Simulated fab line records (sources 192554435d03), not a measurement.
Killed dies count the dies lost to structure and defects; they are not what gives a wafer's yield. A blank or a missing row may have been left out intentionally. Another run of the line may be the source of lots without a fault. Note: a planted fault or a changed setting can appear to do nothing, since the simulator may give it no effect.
Chamber matching + flow n5_finfet + N5_BEOL_M0_SAQP_ETCH_101 on rie_diel-05 has 4 sister chambers
The step etches SiNx in CH3F/O2, target depth 29.9 nm, time 42.7 s. 4 wafers are shown with their chamber, then 10 later ones without.

## WAFERS, EACH WITH ITS CHAMBER
| wafer  | chamber | drypump_motor_current_A (A) |
|--------|---------|-----------------------------|
| L082.1 | 1       | 6.0                         |
| L086.4 | 2       | 6.2                         |
| L089.2 | 3       | 6.7                         |
| L089.3 | 0       | 4.7                         |

## WAFERS WITH NO CHAMBER GIVEN
| wafer  | drypump_motor_current_A (A) |
|--------|-----------------------------|
| L089.6 | 6.7                         |
| L093.1 | 6.7                         |
| L093.4 | 6.0                         |
| L093.5 | 6.8                         |
| L095.1 | 6.2                         |
| L095.3 | 6.0                         |
| L095.4 | 4.7                         |
| L097.1 | 6.2                         |
| L097.4 | 6.8                         |
| L097.5 | 4.7                         |

## WHICH CHAMBER EACH WENT THROUGH
| wafer  | from the rows above | in truth |
|--------|---------------------|----------|
| L089.6 | 3                   | 3        |
| L093.1 | 3                   | 3        |
| L093.4 | 1                   | 1        |
| L093.5 | 3                   | 3        |
| L095.1 | 2                   | 2        |
| L095.3 | 1                   | 1        |
| L095.4 | 0                   | 0        |
| L097.1 | 2                   | 2        |
| L097.4 | 3                   | 3        |
| L097.5 | 0                   | 0        |
Placed correctly: 10 of 10. Not placeable from these rows: 0. Wrongly placed: 0.
How it was worked out, from the rows above alone: a wafer's distance from a chamber is the root of the sum, over the readings, of the square of ((its reading less the chamber's mean) divided by the reading's scatter). If the next closest chamber is less than 2 further off than the closest, the wafer can't be placed; otherwise it belongs to the closest. For every chamber, the mean is computed from those of its wafers that are shown. The scatter: root of mean squared gap, hidden wafer to nearest shown wafer, with one shown wafer a chamber.
